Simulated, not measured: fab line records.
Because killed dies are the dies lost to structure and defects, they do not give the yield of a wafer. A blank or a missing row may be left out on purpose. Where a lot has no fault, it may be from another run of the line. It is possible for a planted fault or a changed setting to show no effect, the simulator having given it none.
Struck lot and sound lot, side by side    flow n5-finfet    25 out of 1938 route steps
Sound: wafers L318.3, L318.4, L318.5. The struck wafers were L321.2, L321.4, L321.5. The cause is given at the end.
Each step with rows lists, per side, the tool, then ch with its chambers, then its first start. Under that, the readings that differ: sound wafers    struck wafers    difference of the means    sigmas: that difference in standard deviations of wafers without a fault.
alike: words and numbers the same on both sides, and readings whose means are apart by under 2 such deviations; not compared: readings that were withheld, readings missing a value for some wafer, numbers with overlapping values and no deviation given by the record, and bounds like >300 which may hide the same value.
Wherever a step has rows on one side only, a row that says differs or no value, or a row with sigmas, the two part there. Numbers that don't overlap but have no deviation are shown without sigmas and don't part them. A reading missing from all wafers of one side parts the sides only when that side holds two or more wafers.

first, 10 steps without rows for these wafers: N5_DUMMY_GATE_UV_OZONE_45 (time 120 s); N5_SPACER0_ALD_07 (deposits SiNx, target thk 2 nm); N5_SPACER0_ALD_00 (deposits SiOCN, target thk 3.5 nm, pulse time 3 s, purge time 2 s); N5_SPACER0_ALD_08 (deposits SiNx, target thk 2 nm); N5_SD_EPI_N_COAT_32 (time 60 s, resist thk 350 nm); N5_SD_EPI_N_COAT_33 (time 60 s, resist thk 35 nm); N5_SD_EPI_N_COAT_03 (resist thk 150 nm); N5_SD_EPI_N_EBR_05; N5_SD_EPI_N_SOFTBAKE_04 (time 60 s); N5_SD_EPI_N_EXPOSE_06 (exposes mask SD N BLK, target cd 120 nm).
N5_SD_EPI_N_PEB_07: peb time 60 s.
  sound on litho-track-02 ch 0, day 3 05:48; struck on litho-track-02 ch 0, day 4 00:38
reading                   sound                 struck                difference  sigmas
heater-power-total-W (W)  173.1 175.1 177.5     167.5 167.9 168.6     -7.2        -5
plate-temp-C (C)          110.01 109.89 109.89  106.39 106.40 106.64  -3.45       -22
then, 1 step without rows for these wafers: N5_SD_EPI_N_DEVELOP_08 (develop time 30 s).
N5_SD_EPI_N_CD_MEAS_09 targets a cd of 120 nm.
  sound on cd-sem-01 ch 0, day 3 05:52; struck on cd-sem-02 ch 0, day 4 00:43
reading     sound              struck             difference  sigmas
cd-nm (nm)  119.5 119.6 119.3  109.9 110.6 110.6  -9.1        -14
N5_SD_EPI_N_DESCUM_14: chemistry O2, time 7.9 s.
  sound on rie-diel-05 ch 0,1,2, day 3 05:57; struck on rie-diel-05 ch 0,1,3, day 4 00:47
reading                    sound              struck             difference  sigmas
model.SD_EPI_N.cd-nm (nm)  119.6 119.4 119.4  109.8 110.4 110.6  -9.2        
  alike: chamber-pressure-mTorr, drypump-motor-current-A, oes-product-au, rf-vpp-V, showerhead-plenum-p-Torr, throttle-valve-pct
  not compared: rf-hours-counter-h
then, 7 steps without rows for these wafers: N5_SD_EPI_N_ETCH_34 (etches SiARC in CF4, target depth 45.5 nm, time 75.8 s); N5_SD_EPI_N_ETCH_35 (etches SOC in N2/H2, overetch 108 nm, time 486 s); N5_SD_EPI_N_STRIP_36 (strips in N2/H2); N5_SD_EPI_N_ETCHBACK_44 (etches SiNx in CH3F/O2, stops on SiO2, target depth 14.5 nm); N5_SD_EPI_N_ETCH_45 (etches SiOCN in CH3F/O2, target depth 6 nm); N5_SD_EPI_N_ETCH_16 (etches SiO2 in CHF3/O2, target depth 5 nm); N5_SD_EPI_N_STRIP_47 (strips in CHF3/O2).
N5_SD_EPI_N_SD_RECESS_17: chemistry HBr/Cl2/O2, target depth 41 nm, time 23.7 s, bt time 3 s.
  sound on rie-si-03 ch 0,1,3, day 3 06:38; struck on rie-si-05 ch 0,2, day 4 01:29
reading                    sound              struck             difference  sigmas
throttle-valve-pct (%)     36.90 37.01 37.06  37.55 37.20 37.55  +0.44       +2
model.SD_EPI_N.cd-nm (nm)  120.4 119.2 118    110 108.4 111      -9          
  alike: HBr_flow_sccm, chamber-pressure-mTorr, drypump-motor-current-A, oes_o_777_au, oes-product-au
  not compared: rf-hours-counter-h
then, 1 step without rows for these wafers: N5_SD_EPI_N_STRIP_38 (strips in N2/H2).
-- record jumps: 5 days separate the struck wafers' starts on either side; left off in module SD_EPI_N, taken up again in module BEOL_M4, whose first shown step is the route's number 1111 --
N5_BEOL_M4_RC_MEAS_101:
  sound on prober-01 ch 0, day 8 08:31; struck on prober-01 ch 0, day 8 21:38
reading         sound           struck          difference  sigmas
IOFF_N (nA/um)  0.22 0.21 0.21  0.11 0.16 0.14  -0.08       -2
VT_N (mV)       241 243 243     255 249 252     +10         +3
  alike: DIBL_N, DIBL_P, IOFF_P, ION_N, ION_P, SS_N, SS_P, VT_P
-- the record jumps here: 5 days lie between the struck wafers' starts before and after (it left off in module BEOL_M4 and takes up again in module PASSIVATION, whose first step shown is number 1936 of the route) --
N5_PASSIVATION_PROBE_49:
  record: rows for the struck wafers here (prober-01, day 13 13:05), none for the sound ones

## WHERE THEY PART
Last at N5_PASSIVATION_PROBE_49 as far as this record goes, first at N5_SD_EPI_N_PEB_07.

WHY: what the simulator had put in
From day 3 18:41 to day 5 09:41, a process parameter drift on litho-track-02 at N5_SD_EPI_N_PEB_07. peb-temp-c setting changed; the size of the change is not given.
